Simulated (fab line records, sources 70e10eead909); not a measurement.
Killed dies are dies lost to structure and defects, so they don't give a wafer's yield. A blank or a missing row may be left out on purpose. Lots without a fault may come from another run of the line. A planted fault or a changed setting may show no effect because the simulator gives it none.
fab line records | flow nand_harc
record lots=24 wafers=72 last_day=24
route steps=1159 shown A_STAIRCASE@549
lots that met no fault: from a run of the same line without faults
start_h: hours from the record's first day to the start of the lot's first wafer shown | wait_h: hours since the lot's step before | " the same as in the row above | L1.1+2: a row that stands for several wafers | - no value, or no start given | * or withheld: withheld | < > ~ a bound
route shown NAME@n: a module of which the file shows steps, and the number in the route of the first | usual: mean/standard deviation of fault-free wafers | same: alike in all rows | chamber/n: place in a boat | sites: the reading at each site | _std_site: their standard deviation | _edge_site: outer sites' mean less inner sites' | radius_mm: how far each site lies from the wafer's centre | mask NAME#n: copy n | behind: the tool/chamber that last shaped the wafer | hold: why the lot was held/for how many hours/how that ended | device: the transistor (n, p or np) that didn't switch | end of line: the same wafers' tests at the end of the route | a step without rows: its recipe alone | killed: dies lost to structure and defects at the first sort, not the wafer's yield | map: a wafer's dies, x killed, . not, _ none there
set.NAME: the setting as run; set.NAME@STEP: as run at that earlier step | model.NAME: the simulator's own value behind a step, which no gauge read
steps of the route over a sample of lots; a table a step, a row a wafer
services: from which hour (start_h, from the record's first day; less than 0 if before it) a tool's chamber was out of use, for how many hours, and why
## steps
# step NHARC_A_STAIRCASE_ETCH_13
# recipe target_depth_a=1000 time_s=40.5 ion_energy_ev=400 c4f8_flow_sccm=20 o2_flow_sccm=10 ar_flow_sccm=withheld rf_w=600 bias_w=1000 chemistry=C4F8/O2
# usual oes_product_au=0.940/0.017 rf_fwd_power_W=592/3.4 rf_vpp_V=897/6.1
# columns lot.wafer tool chamber start_h wait_h oes_product_au rf_fwd_power_W rf_hours_counter_h rf_vpp_V
L076.2 rie_diel-03 2 - - 0.945 593 8 902
L076.3 " 3 " " 0.922 590 6 905
L076.6 " 1 " " 0.963 593 - 899
L075.3 rie_diel-13 0 - - 0.917 584 50 900
L075.2 " 2 " " 0.919 595 48 889
L075.5 " 0 " " 0.922 583 - 900
L077.2 rie_diel-06 1 - - 0.938 592 0 892
L077.3 " 0 " " 0.935 593 0 888
L077.5 " 1 " " 0.933 592 - 893
L074.2 rie_diel-03 3 - - 0.926 589 7 905
L074.4 " 0 " " 0.929 596 8 895
L074.6 " 2 " " 0.930 593 - 900
L078.3 rie_diel-03 3 - - 0.920 590 10 907
L078.2 " 2 " " 0.916 592 13 900
L078.5 " 0 " " 0.914 594 - 894
L080.2 rie_diel-13 0 - - 0.931 587 55 900
L080.5 " 0 " " 0.928 586 - 900
L080.6 " 1 " " 0.932 589 - 898
L079.4 rie_diel-03 0 - - 0.920 596 12 894
L079.3 " 1 " " 0.938 590 15 900
L079.5 " 3 " " 0.925 588 - 905
L082.3 rie_diel-06 3 - - 0.992 595 5 889
L082.2 " 1 " " 0.918 591 11 894
L082.6 " 0 " " 0.908 592 - 890
L081.2 rie_diel-13 0 - - 0.925 587 62 900
L081.4 " 1 " " 0.975 590 54 896
L081.6 " 0 " " 0.923 585 - 902
L083.2 rie_diel-03 1 - - 0.965 593 28 898
L083.1 " 2 " " 0.942 593 27 900
L083.3 " 3 " " 0.942 587 26 906
L085.3 rie_diel-13 0 - - 0.945 586 4 900
L085.2 " 1 " " 0.943 588 4 897
L085.4 " 3 " " 0.969 592 5 906
L084.3 rie_diel-06 0 - - 0.948 592 22 889
L084.4 " 2 " " 0.948 595 19 906
L084.5 " 0 " " 0.940 592 - 888
L087.1 rie_diel-03 2 - - 0.933 594 32 899
L087.3 " 3 " " 0.937 589 31 904
L087.6 " 0 " " 0.921 596 - 893
L086.3 rie_diel-13 2 - - 0.936 591 5 887
L086.4 " 3 " " 0.926 590 7 906
L086.1 " 1 " " 0.933 587 6 896
L088.2 rie_diel-13 0 - - 0.933 584 8 901
L088.5 " 3 " " 0.927 594 - 905
L088.6 " 0 " " 0.935 586 - 900
L089.1 rie_diel-03 1 - - 0.975 594 41 899
L089.2 " 2 " " 0.958 594 39 900
L089.6 " 0 " " 0.931 593 - 894
L090.2 rie_diel-13 3 - - 0.946 593 14 906
L090.5 " 3 " " 0.946 596 - 906
L090.6 " 0 " " 0.955 587 - 899
L091.3 rie_diel-06 3 - - 0.966 598 33 889
L091.2 " 0 " " 0.929 593 37 889
L091.6 " 2 " " 0.965 597 - 906
L092.3 rie_diel-13 1 - - 0.966 591 17 896
L092.2 " 0 " " 0.934 586 17 899
L092.6 " 1 " " 0.969 591 - 897
L093.3 rie_diel-13 0 - - 0.967 586 20 900
L093.2 " 1 " " 0.957 588 20 897
L093.5 " 2 " " 0.953 591 - 887
L094.4 rie_diel-03 3 - - 0.933 588 44 904
L094.3 " 2 " " 0.923 591 47 900
L094.5 " 0 " " 0.935 594 - 894
L096.3 rie_diel-03 1 - - 0.942 593 54 898
L096.6 " 0 " " 0.928 591 - 892
L096.5 " 1 " " 0.935 596 - 897
L095.2 rie_diel-13 3 - - 0.954 594 28 905
L095.4 " 1 " " 0.943 589 27 897
L095.1 " 2 " " 0.947 590 24 887
L097.2 rie_diel-06 2 - - 0.944 597 52 904
L097.6 " 3 " " 0.938 595 - 889
L097.5 " 0 " " 0.935 592 - 889
# step NHARC_A_STAIRCASE_ETCH_23
# recipe target_depth_a=1000 time_s=40.5 ion_energy_ev=400 c4f8_flow_sccm=20 o2_flow_sccm=10 ar_flow_sccm=withheld rf_w=600 bias_w=1000 chemistry=C4F8/O2
# usual oes_product_au=0.948/0.012 rf_fwd_power_W=591/3.6 rf_vpp_V=897/6.6
# columns lot.wafer tool chamber start_h wait_h oes_product_au rf_fwd_power_W rf_hours_counter_h rf_vpp_V
L075.3 rie_diel-13 2 - - 0.964 588 49 888
L075.2 " 0 " " 0.948 585 50 901
L075.5 " 1 " " 0.955 587 - 899
L076.2 rie_diel-03 0 - - 0.911 592 7 895
L076.3 " 1 " " 0.950 592 9 899
L076.6 " 3 " " 0.910 585 - 905
L077.3 rie_diel-13 1 - - 0.943 589 44 897
L077.2 " 3 " " 0.949 594 52 887
L077.5 " 1 " " 0.933 587 - 898
L074.4 rie_diel-06 2 - - 0.966 595 1 906
L074.2 " 0 " " 0.945 587 1 890
L074.6 " 3 " " 0.951 593 - 889
L078.3 rie_diel-03 3 - - 0.946 593 11 905
L078.2 " 1 " " 0.962 594 14 899
L078.5 " 0 " " 0.942 593 - 894
L080.2 rie_diel-06 3 - - 0.965 595 3 890
L080.5 " 0 " " 0.948 595 - 890
L080.6 " 1 " " 0.948 593 - 892
L079.3 rie_diel-03 2 - - 0.930 593 15 901
L079.4 " 3 " " 0.941 592 13 905
L079.5 " 2 " " 0.936 594 - 901
L081.2 rie_diel-13 1 - - 0.948 593 55 897
L081.4 " 2 " " 0.952 591 59 886
L081.6 " 1 " " 0.942 591 - 898
L082.3 rie_diel-06 3 - - 0.942 599 7 891
L082.2 " 1 " " 0.943 592 12 893
L082.6 " 3 " " 0.941 598 - 889
L083.3 rie_diel-06 0 - - 0.943 591 20 889
L083.1 " 2 " " 0.958 593 17 906
L083.2 " 3 " " 0.958 599 14 890
L085.4 rie_diel-13 1 - - 0.946 587 4 897
L085.2 " 2 " " 0.938 592 3 886
L085.3 " 3 " " 0.964 593 5 904
L084.4 rie_diel-13 0 - - 0.945 584 5 900
L084.3 " 1 " " 0.966 590 5 897
L084.5 " 3 " " 0.955 593 - 907
L087.3 rie_diel-06 1 - - 0.949 597 23 892
L087.1 " 0 " " 0.941 594 25 892
L087.6 " 1 " " 0.961 594 - 894
L086.4 rie_diel-13 0 - - 0.959 585 6 900
L086.3 " 1 " " 0.945 590 7 897
L086.1 " 2 " " 0.934 594 5 889
L088.2 rie_diel-13 3 - - 0.948 592 10 905
L088.6 " 2 " " 0.936 593 - 887
L088.5 " 3 " " 0.951 591 - 907
L089.2 rie_diel-06 2 - - 0.951 596 31 906
L089.1 " 3 " " 0.972 593 28 889
L089.6 " 3 " " 0.953 596 - 889
L090.2 rie_diel-13 3 - - 0.955 590 15 906
L090.6 " 2 " " 0.950 588 - 888
L090.5 " 3 " " 0.964 592 - 906
L091.3 rie_diel-13 1 - - 0.954 590 17 898
L091.2 " 2 " " 0.937 590 15 887
L091.6 " 0 " " 0.949 585 - 899
L092.3 rie_diel-13 2 - - 0.934 593 15 888
L092.2 " 3 " " 0.934 594 20 906
L092.6 " 3 " " 0.935 594 - 906
L093.3 rie_diel-13 1 - - 0.942 589 20 896
L093.2 " 2 " " 0.940 592 18 889
L093.5 " 3 " " 0.938 591 - 905
L094.4 rie_diel-03 3 - - 0.932 589 45 906
L094.3 " 0 " " 0.941 594 48 893
L094.5 " 2 " " 0.955 591 - 898
L096.3 rie_diel-13 2 - - 0.959 594 23 888
L096.5 " 0 " " 0.939 585 - 900
L096.6 " 1 " " 0.948 588 - 897
L095.2 rie_diel-13 0 - - 0.933 584 27 900
L095.1 " 1 " " 0.927 590 27 898
L095.4 " 2 " " 0.954 593 24 887
L097.2 rie_diel-06 0 - - 0.956 590 52 888
L097.5 " 0 " " 0.948 589 - 889
L097.6 " 1 " " 0.976 595 - 893
# step NHARC_A_STAIRCASE_TRIM_24
# recipe time_s=211.2 o2_flow_sccm=500 ar_flow_sccm=0 bias_w=0 chemistry=O2
# usual drypump_motor_current_A=5.5/0.35 oes_product_au=1.000/0.0087 rf_vpp_V=57.9/0.99 showerhead_plenum_p_Torr=3.54/0.17 throttle_valve_pct=17.037/0.0094
# columns lot.wafer tool chamber start_h wait_h drypump_motor_current_A oes_product_au rf_hours_counter_h rf_vpp_V showerhead_plenum_p_Torr throttle_valve_pct
L075.3 rie_diel-13 2 - - 5.5 1.006 49 57.1 3.31 17.047
L075.2 " 0 " " 5.3 1.006 50 57.9 3.65 17.028
L075.5 " 2 " " 5.5 1.016 - 55.3 3.31 17.022
L076.3 rie_diel-03 1 - - 6.3 1.013 9 58.0 3.62 17.030
L076.2 " 2 " " 4.7 0.986 8 56.8 3.65 17.045
L076.6 " 0 " " 5.5 0.979 - 58.0 3.49 17.030
L077.2 rie_diel-13 1 - - 5.4 0.988 45 57.7 3.58 17.049
L077.3 " 2 " " 5.5 0.994 50 58.3 3.31 17.041
L077.5 " 0 " " 5.4 0.991 - 56.6 3.65 17.037
L074.4 rie_diel-06 0 - - 5.7 0.992 1 57.2 3.37 17.040
L074.2 " 1 " " 5.0 1.000 1 59.1 3.44 17.041
L074.6 " 1 " " 5.0 1.009 - 56.9 3.44 17.029
L078.2 rie_diel-03 1 - - 6.3 1.016 14 58.1 3.61 17.054
L078.3 " 3 " " 5.5 0.995 11 59.9 3.80 17.031
L078.5 " 1 " " 6.3 1.013 - 58.3 3.61 17.039
L080.2 rie_diel-06 3 - - 6.1 0.989 3 56.3 3.36 17.025
L080.5 " 3 " " 6.1 1.002 - 55.9 3.35 17.035
L080.6 " 0 " " 5.7 0.985 - 56.2 3.36 17.014
L079.3 rie_diel-03 2 - - 4.7 0.994 15 58.8 3.65 17.041
L079.4 " 3 " " 5.5 0.985 13 58.9 3.80 17.043
L079.5 " 2 " " 4.7 0.986 - 58.1 3.65 17.035
L081.2 rie_diel-13 0 - - 5.3 1.004 62 57.8 3.64 17.048
L081.4 " 1 " " 5.3 0.998 55 57.8 3.57 17.041
L081.6 " 0 " " 5.4 1.008 - 57.9 3.64 17.042
L082.3 rie_diel-06 0 - - 5.7 0.995 13 58.8 3.36 17.040
L082.2 " 1 " " 5.0 1.003 12 58.3 3.43 17.033
L082.6 " 1 " " 5.0 1.003 - 58.5 3.43 17.049
L083.2 rie_diel-06 0 - - 5.7 0.992 21 57.0 3.36 17.049
L083.1 " 2 " " 5.5 1.014 17 59.2 3.80 17.024
L083.3 " 3 " " 6.1 1.000 14 57.4 3.35 17.028
L085.2 rie_diel-13 0 - - 5.3 1.010 4 59.6 3.64 17.050
L085.4 " 1 " " 5.4 1.003 4 57.0 3.57 17.023
L085.3 " 3 " " 5.8 1.007 5 59.9 3.81 17.024
L084.3 rie_diel-13 1 - - 5.4 1.001 5 59.1 3.57 17.032
L084.4 " 2 " " 5.5 0.994 4 58.0 3.30 17.023
L084.5 " 2 " " 5.6 0.998 - 57.9 3.30 17.027
L087.3 rie_diel-06 1 - - 5.0 1.004 23 58.1 3.43 17.036
L087.1 " 2 " " 5.6 1.010 21 57.9 3.80 17.032
L087.6 " 1 " " 5.0 1.009 - 57.2 3.43 17.044
L086.4 rie_diel-13 3 - - 5.8 1.001 7 57.5 3.80 17.046
L086.1 " 0 " " 5.3 1.005 6 58.0 3.64 17.045
L086.3 " 2 " " 5.5 1.000 5 57.6 3.30 17.036
L088.2 rie_diel-13 2 - - 5.5 1.006 8 57.4 3.30 17.057
L088.5 " 0 " " 5.3 1.005 - 57.8 3.63 17.060
L088.6 " 1 " " 5.4 1.007 - 57.5 3.57 17.028
L089.1 rie_diel-06 0 - - 5.7 0.983 32 58.7 3.35 17.043
L089.2 " 2 " " 5.5 1.012 31 58.3 3.79 17.032
L089.6 " 3 " " 6.1 0.992 - 57.7 3.34 17.039
L090.2 rie_diel-13 0 - - 5.3 1.002 13 57.3 3.63 17.053
L090.5 " 3 " " 5.9 1.000 - 58.8 3.80 17.030
L090.6 " 0 " " 5.3 1.002 - 57.1 3.63 17.043
L091.2 rie_diel-13 0 - - 5.4 0.997 18 58.5 3.63 17.043
L091.3 " 3 " " 5.8 0.997 20 59.0 3.80 17.046
L091.6 " 1 " " 5.4 1.003 - 57.3 3.56 17.035
L092.2 rie_diel-13 2 - - 5.5 0.995 15 55.8 3.30 17.035
L092.3 " 0 " " 5.3 1.001 18 58.5 3.63 17.029
L092.6 " 1 " " 5.4 0.998 - 58.5 3.56 17.045
L093.3 rie_diel-13 0 - - 5.3 1.005 21 57.8 3.63 17.036
L093.2 " 2 " " 5.5 0.996 18 57.1 3.30 17.042
L093.5 " 3 " " 5.8 0.999 - 56.8 3.79 17.043
L094.3 rie_diel-03 1 - - 6.3 1.023 50 57.8 3.59 17.020
L094.4 " 0 " " 5.5 0.986 48 57.6 3.47 17.039
L094.5 " 1 " " 6.3 1.021 - 58.5 3.59 17.031
L096.3 rie_diel-13 0 - - 5.3 0.993 25 58.2 3.62 17.042
L096.5 " 3 " " 5.8 1.001 - 58.6 3.79 17.028
L096.6 " 0 " " 5.3 0.988 - 59.9 3.62 17.031
L095.1 rie_diel-13 3 - - 5.8 1.007 28 58.5 3.79 17.046
L095.2 " 1 " " 5.4 1.005 27 58.4 3.56 17.052
L095.4 " 2 " " 5.5 0.988 24 56.7 3.29 17.018
L097.2 rie_diel-06 2 - - 5.6 0.993 52 59.7 3.78 17.041
L097.5 " 0 " " 5.7 0.985 - 57.0 3.34 17.033
L097.6 " 1 " " 5.0 1.008 - 58.1 3.41 17.026
# step NHARC_A_STAIRCASE_TRIM_191
# recipe time_s=211.2 o2_flow_sccm=500 ar_flow_sccm=0 bias_w=0 chemistry=O2
# usual drypump_motor_current_A=5.5/0.41 oes_product_au=0.999/0.0099 rf_vpp_V=57.9/0.93 showerhead_plenum_p_Torr=3.57/0.17 throttle_valve_pct=17.037/0.0087
# columns lot.wafer tool chamber start_h wait_h drypump_motor_current_A oes_product_au rf_hours_counter_h rf_vpp_V showerhead_plenum_p_Torr throttle_valve_pct
L075.3 rie_diel-03 0 - - 5.5 0.988 8 57.9 3.49 17.043
L075.2 " 1 " " 6.3 1.016 10 57.1 3.62 17.029
L075.5 " 2 " " 4.7 0.988 - 57.7 3.65 17.043
L076.3 rie_diel-03 2 - - 4.7 0.995 10 58.2 3.65 17.034
L076.2 " 3 " " 5.5 0.992 8 58.0 3.80 17.028
L076.6 " 1 " " 6.3 1.008 - 57.6 3.62 17.049
L077.2 rie_diel-03 3 - - 5.5 0.987 11 58.6 3.80 17.029
L077.3 " 0 " " 5.5 0.984 11 57.8 3.48 17.025
L077.5 " 1 " " 6.3 1.005 - 58.5 3.61 17.036
L074.2 rie_diel-03 3 - - 5.5 0.990 11 57.7 3.80 17.040
L074.4 " 0 " " 5.6 0.985 11 57.6 3.48 17.040
L074.6 " 1 " " 6.3 1.000 - 59.0 3.61 17.036
L078.2 rie_diel-06 0 - - 5.7 0.991 5 56.8 3.36 17.042
L078.3 " 1 " " 5.0 0.998 5 57.7 3.44 17.022
L078.5 " 2 " " 5.6 1.000 - 58.2 3.81 17.047
L080.2 rie_diel-03 0 - - 5.5 0.982 14 57.0 3.48 17.028
L080.5 " 2 " " 4.7 0.989 - 59.0 3.65 17.020
L080.6 " 3 " " 5.5 0.990 - 57.7 3.80 17.043
L079.3 rie_diel-06 1 - - 5.0 1.003 6 59.1 3.44 17.034
L079.5 " 2 " " 5.6 0.999 - 57.6 3.81 17.051
L079.4 " 1 " " 5.0 0.998 - 57.8 3.44 17.020
L081.2 rie_diel-06 1 - - 5.0 1.012 13 56.9 3.43 17.041
L081.4 " 3 " " 6.1 0.995 8 58.5 3.35 17.031
L081.6 " 1 " " 5.0 1.011 - 58.1 3.43 17.026
L082.3 rie_diel-03 1 - - 6.3 1.021 22 58.1 3.61 17.036
L082.2 " 3 " " 5.5 1.002 19 58.3 3.80 17.033
L082.6 " 1 " " 6.3 1.018 - 57.9 3.61 17.029
L083.3 rie_diel-13 3 - - 5.8 1.015 3 57.6 3.81 17.040
L083.1 " 0 " " 5.3 1.005 3 57.3 3.64 17.055
L083.2 " 1 " " 5.4 1.009 3 57.2 3.57 17.020
L085.3 rie_diel-06 0 - - 5.7 0.978 23 56.4 3.35 17.029
L085.4 " 1 " " 5.0 1.012 21 57.4 3.43 17.027
L085.2 " 3 " " 6.1 1.001 16 57.3 3.35 17.042
L084.3 rie_diel-03 3 - - 5.5 0.986 30 58.7 3.79 17.032
L084.4 " 0 " " 5.5 0.991 31 55.8 3.47 17.049
L084.5 " 0 " " 5.5 0.987 - 56.6 3.47 17.034
L086.4 rie_diel-13 2 - - 5.5 0.997 8 57.2 3.30 17.029
L086.1 " 3 " " 5.8 0.994 10 58.8 3.80 17.038
L086.3 " 0 " " 5.3 1.003 8 58.3 3.63 17.040
L087.1 rie_diel-06 3 - - 6.1 0.996 21 55.9 3.35 17.049
L087.3 " 1 " " 5.0 1.017 25 56.9 3.43 17.041
L087.6 " 3 " " 6.1 0.992 - 57.4 3.35 17.044
L088.2 rie_diel-06 3 - - 6.1 0.993 23 58.6 3.35 17.021
L088.6 " 3 " " 6.1 0.991 - 56.7 3.35 17.032
L088.5 " 0 " " 5.7 0.985 - 57.6 3.35 17.041
L089.1 rie_diel-13 2 - - 5.5 0.991 12 57.5 3.30 17.029
L089.2 " 3 " " 5.8 0.997 17 58.5 3.80 17.047
L089.6 " 1 " " 5.4 1.011 - 59.0 3.56 17.032
L090.2 rie_diel-13 2 - - 5.5 1.001 12 56.6 3.30 17.035
L090.5 " 3 " " 5.8 1.001 - 58.9 3.80 17.049
L090.6 " 0 " " 5.3 1.006 - 56.6 3.63 17.032
L091.2 rie_diel-13 2 - - 5.5 0.992 16 56.0 3.30 17.046
L091.3 " 3 " " 5.8 0.987 20 59.7 3.80 17.036
L091.6 " 3 " " 5.8 0.999 - 59.3 3.80 17.035
L092.3 rie_diel-13 1 - - 5.4 1.001 18 59.5 3.56 17.032
L092.2 " 3 " " 5.8 0.995 21 57.6 3.80 17.040
L092.6 " 1 " " 5.4 1.010 - 56.9 3.56 17.040
L093.2 rie_diel-13 0 - - 5.4 0.998 22 57.4 3.63 17.026
L093.3 " 2 " " 5.5 1.000 19 59.1 3.30 17.028
L093.5 " 3 " " 5.8 0.997 - 59.0 3.79 17.051
L094.4 rie_diel-06 3 - - 6.1 1.000 40 59.0 3.34 17.040
L094.3 " 0 " " 5.6 0.994 44 58.3 3.34 17.020
L094.5 " 0 " " 5.7 0.975 - 57.7 3.34 17.050
L096.3 rie_diel-03 3 - - 5.5 1.000 51 57.3 3.78 17.032
L096.6 " 3 " " 5.5 0.993 - 57.7 3.78 17.023
L096.5 " 0 " " 5.5 1.000 - 58.3 3.46 17.036
L095.1 rie_diel-13 1 - - 5.4 1.010 28 56.5 3.56 17.029
L095.2 " 2 " " 5.5 0.998 25 56.2 3.29 17.037
L095.4 " 3 " " 5.8 1.004 29 58.7 3.79 17.039
L097.2 rie_diel-13 0 - - 5.4 0.982 33 58.0 3.62 17.037
L097.6 " 1 " " 5.4 1.007 - 57.7 3.55 17.018
L097.5 " 2 " " 5.5 0.989 - 57.2 3.29 17.041
# step NHARC_A_STAIRCASE_ETCH_197
# recipe target_depth_a=1000 time_s=40.5 ion_energy_ev=400 c4f8_flow_sccm=20 o2_flow_sccm=10 ar_flow_sccm=withheld rf_w=600 bias_w=1000 chemistry=C4F8/O2
# usual oes_product_au=0.948/0.019 rf_fwd_power_W=593/3.2 rf_vpp_V=896/6.6
# columns lot.wafer tool chamber start_h wait_h oes_product_au rf_fwd_power_W rf_hours_counter_h rf_vpp_V
L075.2 rie_diel-03 3 - - 0.929 589 8 905
L075.3 " 2 " " 0.933 591 10 900
L075.5 " 3 " " 0.926 589 - 906
L076.3 rie_diel-13 1 - - 0.935 588 45 898
L076.2 " 2 " " 0.929 592 50 888
L076.6 " 0 " " 0.925 586 - 900
L077.2 rie_diel-13 1 - - 0.932 590 47 897
L077.3 " 0 " " 0.924 585 54 900
L077.5 " 1 " " 0.938 586 - 897
L074.2 rie_diel-06 3 - - 0.980 596 3 889
L074.4 " 1 " " 0.968 594 4 892
L074.6 " 3 " " 0.984 597 - 892
L078.3 rie_diel-06 0 - - 0.944 593 6 891
L078.2 " 2 " " 0.958 597 5 906
L078.5 " 0 " " 0.939 594 - 891
L080.2 rie_diel-03 3 - - 0.920 589 14 906
L080.6 " 2 " " 0.933 594 - 900
L080.5 " 3 " " 0.944 588 - 906
L079.4 rie_diel-13 3 - - 0.946 591 57 887
L079.3 " 0 " " 0.939 586 57 900
L079.5 " 3 " " 0.946 590 - 888
L081.2 rie_diel-06 2 - - 0.947 599 12 906
L081.4 " 1 " " 0.945 596 14 891
L081.6 " 2 " " 0.958 596 - 906
L082.2 rie_diel-03 0 - - 0.924 596 21 894
L082.3 " 3 " " 0.925 591 20 906
L082.6 " 0 " " 0.928 595 - 895
L083.1 rie_diel-06 0 - - 0.923 592 21 889
L083.2 " 1 " " 0.945 592 20 894
L083.3 " 2 " " 0.972 592 18 905
L085.2 rie_diel-03 0 - - 0.951 593 31 893
L085.3 " 1 " " 0.982 591 31 900
L085.4 " 2 " " 0.988 594 31 900
L084.3 rie_diel-13 2 - - 0.953 594 4 888
L084.4 " 0 " " 0.970 586 6 900
L084.5 " 3 " " 0.971 592 - 906
L086.3 rie_diel-06 3 - - 0.969 595 21 888
L086.1 " 1 " " 0.973 591 25 892
L086.4 " 2 " " 0.976 593 24 905
L087.3 rie_diel-03 3 - - 0.934 592 34 906
L087.1 " 0 " " 0.945 598 36 894
L087.6 " 3 " " 0.942 589 - 905
L088.2 rie_diel-06 2 - - 0.954 592 26 907
L088.5 " 3 " " 0.936 595 - 889
L088.6 " 0 " " 0.932 594 - 889
L089.1 rie_diel-06 3 - - 0.979 594 31 890
L089.2 " 0 " " 0.943 590 35 889
L089.6 " 0 " " 0.956 589 - 889
L090.2 rie_diel-06 2 - - 0.979 597 33 906
L090.6 " 0 " " 0.966 593 - 890
L090.5 " 1 " " 0.995 590 - 893
L091.2 rie_diel-03 3 - - 0.926 589 44 906
L091.3 " 0 " " 0.922 597 46 894
L091.6 " 2 " " 0.955 592 - 900
L092.3 rie_diel-13 0 - - 0.939 587 19 900
L092.2 " 2 " " 0.938 592 16 887
L092.6 " 0 " " 0.928 584 - 899
L093.2 rie_diel-13 2 - - 0.946 594 19 886
L093.3 " 0 " " 0.948 582 22 898
L093.5 " 1 " " 0.948 592 - 897
L094.4 rie_diel-06 2 - - 0.932 595 42 906
L094.3 " 0 " " 0.920 587 44 890
L094.5 " 2 " " 0.931 596 - 905
L096.3 rie_diel-06 2 - - 0.983 596 47 905
L096.6 " 1 " " 0.980 596 - 892
L096.5 " 2 " " 0.973 597 - 906
L095.2 rie_diel-06 2 - - 0.930 593 48 906
L095.1 " 3 " " 0.929 596 46 888
L095.4 " 1 " " 0.942 593 47 890
L097.2 rie_diel-06 3 - - 0.976 598 49 888
L097.5 " 0 " " 0.954 592 - 889
L097.6 " 1 " " 0.962 594 - 892
# step NHARC_A_STAIRCASE_STRIP_205
# recipe power_w=1500 temp_c=250 chemistry=O2
# usual drypump_motor_current_A=5.7/0.32 heater_power_w=351/31 temp_c=250.00/0.18
# columns lot.wafer tool chamber start_h wait_h drypump_motor_current_A heater_power_w rf_hours_counter_h temp_c
L075.2 plasma_asher-01 1 255.23 0.2 5.4 326 48 250.22
L075.3 " 0 " " 6.1 316 - 249.92
L075.5 " 1 " " 5.4 323 - 249.95
L076.2 plasma_asher-02 0 257.33 0.2 6.0 408 21 249.90
L076.3 " 1 " " 5.3 324 - 249.85
L076.6 " 0 " " 6.0 397 - 250.10
L077.2 plasma_asher-01 1 259.70 0.3 5.5 328 51 249.72
L077.3 " 1 " " 5.4 330 - 249.88
L077.5 " 1 " " 5.4 329 - 249.79
L074.2 plasma_asher-01 0 259.99 0.3 6.0 319 51 249.89
L074.4 " 0 " " 6.1 322 - 249.65
L074.6 " 1 " " 5.4 325 - 250.17
L078.2 plasma_asher-02 0 263.82 0.3 6.0 412 25 249.85
L078.3 " 1 " " 5.3 329 - 249.96
L078.5 " 0 " " 6.0 403 - 250.22
L080.2 plasma_asher-01 0 265.12 0.1 6.0 315 53 249.96
L080.6 " 0 " " 6.0 319 - 250.29
L080.5 " 1 " " 5.5 331 - 249.82
L079.4 plasma_asher-02 1 265.58 0.2 5.3 331 - 249.83
L079.3 " 0 " " 6.0 399 - 249.97
L079.5 " 1 " " 5.3 334 - 250.04
L082.2 plasma_asher-02 0 278.93 0.1 6.0 395 31 250.04
L082.3 " 1 " " 5.3 336 - 250.03
L082.6 " 1 " " 5.3 333 - 249.72
L081.2 plasma_asher-02 1 279.22 0.2 5.3 334 31 249.97
L081.4 " 0 " " 6.0 389 - 249.97
L081.6 " 1 " " 5.3 334 - 250.24
L083.1 plasma_asher-01 1 299.70 0.1 5.4 336 3 249.65
L083.2 " 0 " " 6.1 340 3 250.22
L083.3 " 1 " " 5.4 336 - 250.27
L085.2 plasma_asher-02 0 306.08 0.1 6.0 399 38 250.18
L085.4 " 0 " " 6.0 408 - 250.16
L085.3 " 1 " " 5.3 341 - 249.91
L084.4 plasma_asher-02 0 309.82 0.2 6.0 405 - 250.33
L084.3 " 1 " " 5.4 335 - 249.63
L084.5 " 0 " " 6.0 393 - 250.17
L086.1 plasma_asher-01 0 315.73 0.1 6.1 335 10 250.16
L086.4 " 0 " " 6.1 341 - 250.16
L086.3 " 1 " " 5.5 348 - 250.18
L087.1 plasma_asher-02 1 315.90 0.1 5.3 324 42 250.23
L087.3 " 0 " " 6.0 397 - 250.14
L087.6 " 1 " " 5.4 337 - 250.13
L088.2 plasma_asher-01 0 320.19 0.2 6.0 335 11 249.62
L088.6 " 1 " " 5.4 341 - 250.16
L088.5 " 0 " " 6.1 336 - 250.06
L089.1 plasma_asher-02 1 335.90 0.1 5.3 333 47 249.92
L089.2 " 0 " " 6.0 393 47 249.86
L089.6 " 1 " " 5.3 326 - 249.91
L090.2 plasma_asher-01 0 336.86 0.1 6.0 335 16 250.06
L090.5 " 1 " " 5.4 343 - 250.26
L090.6 " 0 " " 6.0 327 - 250.36
L091.2 plasma_asher-01 1 347.92 0.1 5.4 348 19 250.13
L091.3 " 0 " " 6.0 337 - 250.08
L091.6 " 1 " " 5.4 346 - 250.06
L092.2 plasma_asher-01 1 348.27 0.1 5.5 339 19 249.51
L092.3 " 0 " " 6.0 343 - 250.16
L092.6 " 0 " " 6.0 334 - 249.74
L093.2 plasma_asher-01 1 355.40 0.1 5.4 340 22 250.18
L093.3 " 1 " " 5.4 336 - 249.82
L093.5 " 0 " " 6.0 335 - 249.66
L094.3 plasma_asher-02 1 356.12 0.2 5.3 328 - 250.02
L094.4 " 0 " " 6.0 395 - 249.96
L094.5 " 0 " " 6.0 395 - 250.06
L096.3 plasma_asher-02 0 370.28 0.2 6.0 418 - 249.95
L096.5 " 1 " " 5.3 337 - 250.05
L096.6 " 0 " " 6.0 424 - 250.04
L095.2 plasma_asher-01 1 374.92 0.1 5.4 341 32 249.95
L095.1 " 0 " " 6.0 337 32 249.73
L095.4 " 0 " " 6.0 343 - 250.00
L097.2 plasma_asher-02 0 384.88 0.1 6.0 421 6 249.88
L097.6 " 1 " " 5.3 339 - 249.78
L097.5 " 0 " " 6.0 411 - 250.13
## services
# columns tool chamber start_h hours kind
rie_diel-13 0 230.89 - clean
rie_diel-13 1 230.89 - clean
rie_diel-13 2 230.89 - clean
rie_diel-13 3 230.89 - clean
rie_diel-06 - 241.51 9.0 pm
rie_diel-13 0 255.39 - clean
rie_diel-13 1 255.39 - clean
rie_diel-13 2 255.39 - clean
rie_diel-13 3 255.39 - clean
rie_diel-06 3 263.77 7.5 repair
rie_diel-13 - 270.66 0.1 repair
rie_diel-13 0 276.05 9.0 vent_cycle
rie_diel-13 1 276.05 9.0 vent_cycle
rie_diel-13 3 276.05 9.0 vent_cycle
plasma_asher-01 - 276.23 9.0 pm
rie_diel-13 0 285.05 - clean
rie_diel-06 2 288.44 2.8 repair
rie_diel-13 2 288.70 9.7 repair
rie_diel-13 2 316.71 5.8 repair
rie_diel-13 - 339.31 0.8 repair
plasma_asher-02 - 360.76 9.0 pm
rie_diel-03 1 370.70 3.7 repair
rie_diel-03 2 373.90 5.3 repair
plasma_asher-01 - 379.44 0.9 repair
## key
fault none
